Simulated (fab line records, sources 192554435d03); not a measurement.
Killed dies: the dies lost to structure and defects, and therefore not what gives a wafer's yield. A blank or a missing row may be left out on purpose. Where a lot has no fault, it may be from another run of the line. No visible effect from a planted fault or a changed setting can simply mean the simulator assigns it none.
A struck lot beside a sound one / flow n5-finfet / 25 steps out of a route of 1938
Sound: wafers L605.1, L605.3, L605.4. Struck: wafers L621.1, L621.4, L621.5. At the end, the cause is stated.
At each step with rows: each side's tool, then ch and its chambers, then its first start. Under that, the readings that differ: sound wafers / struck wafers / difference of the means / sigmas: that difference in standard deviations of wafers without a fault.
alike: readings whose means differ by less than 2 such deviations, and words and numbers that are the same on both sides. not compared: withheld readings, readings that some wafer has no value for, bounds like >300 that may hide the same value, and numbers for which the record gives no deviation and whose values overlap.
Wherever a step has rows on one side only, a row that says differs or no value, or a row with sigmas, the two part there. When numbers do not overlap yet have no deviation, they are printed without sigmas and do not part them. A reading missing from all wafers of one side parts the sides only when that side holds two or more wafers.

N5_BEOL_M6_THK_MEAS_53: measures by xrf.
  sound: film-metro-02 at day 10 14:23; struck: film-metro-01 at day 14 15:38
  alike: M6_THK
then, 1 step without rows for these wafers: N5_BEOL_M6_PRE_CLEAN_55 (time 15 s).
N5_BEOL_M6_DEP_56: deposits SiCN from 3MS/NH3, target thk 10 nm, time 17.5 s.
  sound on pecvd-04 ch 0,1, day 10 14:26; struck on pecvd-03 ch 0,1,2, day 14 15:42
  alike: showerhead-plenum-p-Torr, throttle-valve-pct
N5_BEOL_M6_RS_MEAS_57: measures by four-point-probe.
  sound: film-metro-01 at day 10 14:31; struck: film-metro-01 at day 14 15:46
  alike: M6_RS
N5_BEOL_M6_INSPECT_58: inspects for defects (darkfield).
  sound: defect-inspect-01 at day 10 14:32; struck: defect-inspect-01 at day 14 15:47
  alike: raw-defect-count
N5_BEOL_M7_ILD_DEP_00: deposits SiCOH lowk from DEMS/porogen, target thk 179.75 nm, time 33.4 s.
  sound on pecvd-03 ch 1,2, day 10 14:34; struck on pecvd-01 ch 0,1, day 14 15:50
  alike: heater-power-w, showerhead-plenum-p-Torr, susceptor-temp-C, throttle-valve-pct
N5_BEOL_M7_CURE_74: cures SiCOH lowk, time 240 s.
  sound on uv-cure-03 ch 0, day 10 14:38; struck on uv-cure-01 ch 2, day 14 16:09
  alike: lamp-power-pct, wafer_temp_C_max
N5_BEOL_M7_THK_MEAS_01:
  sound: film-metro-02 at day 10 15:09; struck: film-metro-02 at day 14 16:40
  alike: M7_ILD_THK
then, 1 step without rows for these wafers: N5_BEOL_M7_PECVD_70 (deposits SiO2 from TEOS/O2, target thk 20 nm, time 22.7 s).
N5_BEOL_M7_HM_DEP_02: deposits TiN, target thk 20 nm.
  sound: pvd-sputter-02 at day 10 16:41; struck: pvd-sputter-02 at day 14 17:00
  alike: susceptor-temp-C, throttle-valve-pct
then, 2 steps without rows for these wafers: N5_BEOL_M7_COAT_59 (time 60 s, resist thk 100 nm); N5_BEOL_M7_COAT_60 (time 60 s, resist thk 35 nm).
N5_BEOL_M7_COAT_05: resist thk 90 nm.
  sound on litho-track-04 ch 0, day 10 16:49; struck on litho-track-05 ch 0, day 14 17:08
reading=spin-speed-rpm (rpm); sound=1503.0 1501.6 1501.6; struck=1551.3 1550.9 1549.7; difference=+48.6; sigmas=+40
reading=model.CAR-ArF_of_BEOL_M7_COAT_05.thk-nm (nm); sound=90 90.2 90.2; struck=88.2 88.4 88.6; difference=-1.7; sigmas=
then, 5 steps without rows for these wafers: N5_BEOL_M7_EBR_07; N5_BEOL_M7_SOFTBAKE_06 (time 60 s); N5_BEOL_M7_EXPOSE_08 (exposes mask M7); N5_BEOL_M7_PEB_09 (peb time 60 s); N5_BEOL_M7_DEVELOP_10 (develop time 30 s).
N5_BEOL_M7_CD_MEAS_11: the cd target is 38.5 nm.
  sound on cd-sem-01 ch 0, day 10 17:04; struck on cd-sem-03 ch 0, day 14 17:29
  alike: cd-nm
N5_BEOL_M7_OVL_MEAS_12:
  sound on overlay-02 ch 0, day 10 17:05; struck on overlay-01 ch 0, day 14 17:32
  alike: M7_OVL
N5_BEOL_M7_INSPECT_13: inspects for defects (brightfield).
  sound: defect-inspect-01 at day 10 17:07; struck: defect-inspect-01 at day 14 17:33
  alike: raw-defect-count
then, 1 step without rows for these wafers: N5_BEOL_M7_DESCUM_16 (chemistry O2, time 7.9 s).
N5_BEOL_M7_ETCH_61: etches SiARC in CF4, target depth 45.5 nm, time 75.8 s.
  sound on rie-diel-06 ch 0,1,3, day 10 17:11; struck on rie-diel-06 ch 0,3, day 14 17:37
reading=model.CAR-ArF_of_BEOL_M7_COAT_05.thk-nm (nm); sound=50.8 51 51; struck=49.2 49.2 49.4; difference=-1.7; sigmas=
  alike: drypump-motor-current-A, etch-rf-on-time-s, oes-product-au, rf-vpp-V, showerhead-plenum-p-Torr, throttle-valve-pct
  not compared: rf-hours-counter-h
N5_BEOL_M7_ETCH_62: etches SOC in N2/H2, target depth 110 nm, overetch 22 nm, time 165 s.
  sound on rie-diel-06 ch 0,1,3, day 10 17:14; struck on rie-diel-06 ch 0,3, day 14 17:40
  alike: drypump-motor-current-A, oes-product-au, rf-vpp-V, showerhead-plenum-p-Torr, throttle-valve-pct
  not compared: rf-hours-counter-h
-- a jump in the record: the struck wafers' starts before and after are 3 days apart (it breaks off in module BEOL_M7 and resumes in module PASSIVATION, where the first step shown is number 1936 of the route) --
N5_PASSIVATION_PROBE_49:
  rows exist in the record for the struck wafers here (prober-01, day 18 02:21), but not for the sound ones

## WHERE THEY PART
Last at N5_PASSIVATION_PROBE_49 as far as this record goes, first at N5_BEOL_M7_COAT_05.

WHY: what had been put in by the simulator
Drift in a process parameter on litho-track-05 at N5_BEOL_M7_COAT_05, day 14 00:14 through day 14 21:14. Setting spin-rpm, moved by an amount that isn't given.
